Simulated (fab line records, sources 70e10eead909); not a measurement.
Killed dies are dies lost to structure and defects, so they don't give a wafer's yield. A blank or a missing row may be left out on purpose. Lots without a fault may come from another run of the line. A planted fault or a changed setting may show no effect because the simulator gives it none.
A struck lot beside a sound one | flow nand_harc | 17 steps out of a route of 1302
Sound: wafers L837.3, L837.5, L837.6. Struck: wafer L844.6. (L844.4, L844.5 of the same lot were not struck and are left out.) The cause comes at the end.
At each step with rows: each side's tool, then ch and its chambers, then its first start. Under that, the readings that differ: sound wafers | struck wafers | difference of the means | sigmas: that difference in standard deviations of wafers without a fault.
alike: readings whose means differ by less than 2 such deviations, and words and numbers that are the same on both sides. not compared: withheld readings, readings that some wafer has no value for, bounds like >300 that may hide the same value, and numbers for which the record gives no deviation and whose values overlap.
The two part at a step that has a row with sigmas, a row that says differs or no value, or rows on one side only. Numbers that don't overlap but have no deviation are shown without sigmas and don't part them. A reading that every wafer of one side lacks parts them only if that side has two wafers or more.

NHARC_P_M1_INSPECT_11:
  sound on defect_inspect-02, day 6 19:18; struck on defect_inspect-01, day 9 17:52
  alike: raw_defect_count
NHARC_P_M1_DESCUM_14: chemistry O2, time 3 s.
  sound on rie_diel-06 ch 0,1,2, day 6 19:23; struck on rie_diel-06 ch 2, day 9 17:55
  alike: drypump_motor_current_A, oes_product_au, rf_vpp_V, showerhead_plenum_p_Torr, throttle_valve_pct
  not compared: rf_hours_counter_h
then, 2 steps without rows for these wafers: NHARC_P_M1_ETCH_35 (etches the open film in N2/H2, target depth 40 nm, overetch 12 nm, time 43.94 s); NHARC_P_M1_ETCH_15 (etches the open film in C4F8/Ar, target depth 182.5 nm, time 91.2 s).
NHARC_P_M1_CD_MEAS_16:
  sound on cd_sem-02, day 6 19:40; struck on cd_sem-01, day 9 18:14
  alike: cd_nm
NHARC_P_M1_STRIP_18: strips in N2/H2.
  sound on rie_diel-11 ch 0,1,2, day 6 19:47; struck on rie_diel-11 ch 1, day 9 18:24
  reading      | sound          | struck | difference | sigmas
  rf_vpp_V (V) | 89.2 90.5 91.4 | 93.0   | +2.6       | +3
  alike: drypump_motor_current_A, oes_product_au, power_w, showerhead_plenum_p_Torr, throttle_valve_pct
  not compared: rf_hours_counter_h
NHARC_P_M1_ETCH_28: etches the open film in CF4/N2, target depth 30 nm, time 72.99 s.
  sound on rie_diel-11 ch 0,3; struck on rie_diel-11 ch 0
  alike: drypump_motor_current_A, oes_product_au, rf_vpp_V, showerhead_plenum_p_Torr, throttle_valve_pct
  not compared: rf_hours_counter_h
then, 3 steps without rows for these wafers: NHARC_P_M1_STRIP_19 (strips in post etch residue remover, time 600 s); NHARC_P_M1_DEGAS_29 (time 60 s); NHARC_P_M1_PRE_CLEAN_30 (time 30 s).
NHARC_P_M1_PVD_20: deposits TaN, target thk 5 nm, time 8.06 s.
  sound on pvd_sputter-01; struck on pvd_sputter-01
  alike: chamber_pressure_pa, throttle_valve_pct
then, 1 step without rows for these wafers: NHARC_P_M1_PVD_21 (deposits Cu, target thk 30 nm, time 20.49 s).
NHARC_P_M1_ECD_22: material Cu, target thk 400 nm.
  sound on ecd_cu-02 ch 0,1, day 6 20:53; struck on ecd_cu-02 ch 0,1, day 9 19:30
NHARC_P_M1_ANNEAL_31: time 90 s.
  sound on rtp_anneal-01 ch 0, day 6 21:14; struck on rtp_anneal-02 ch 0, day 9 19:56
  alike: wafer_temp_C_max
NHARC_P_M1_CMP_23: polishes, t overpolish 20 s, target thk 157.82 nm.
  sound on cmp-01 ch 2,3, day 6 21:29; struck on cmp-01 ch 0, day 9 20:07
  reading                | sound          | struck | difference | sigmas
  motor_current_A (A)    | 15.2 15.3 14.8 | 10.4   | -4.7       | -3
  time_to_endpoint_s (s) | 26.4 28.7 25.1 | 41.3   | +14.6      | +7
  alike: edge_zone_pressure_frac
NHARC_P_M1_THK_MEAS_24: measures by xrf.
  sound on film_metro-02, day 6 21:47; struck on film_metro-01, day 9 20:26
  alike: thk_nm
-- the record jumps here: 18 days lie between the struck wafers' starts before and after (it left off in module P_M1 and takes up again in module END, whose first step shown is number 1302 of the route) --
NHARC_END_SORT_01:
  sound on prober-02 ch 0, day 24 23:33; struck on prober-01 ch 0, day 28 05:24
  reading         | sound | struck | difference | sigmas
  killed_at_other | 0 1 1 | 4      | +3         | +2
  alike: defect_limited_yield, killed_at_array, killed_at_periphery, killed_dies, killed_open, killed_short, sort_bin_2_pct, sort_bin_3_pct, sort_bin_4_pct, sort_n_pass, sort_rim_yield_pct, sort_yield_pct

WHERE THEY PART
First at NHARC_P_M1_STRIP_18; last, within this record, at NHARC_END_SORT_01.

WHY: what the simulator had put in
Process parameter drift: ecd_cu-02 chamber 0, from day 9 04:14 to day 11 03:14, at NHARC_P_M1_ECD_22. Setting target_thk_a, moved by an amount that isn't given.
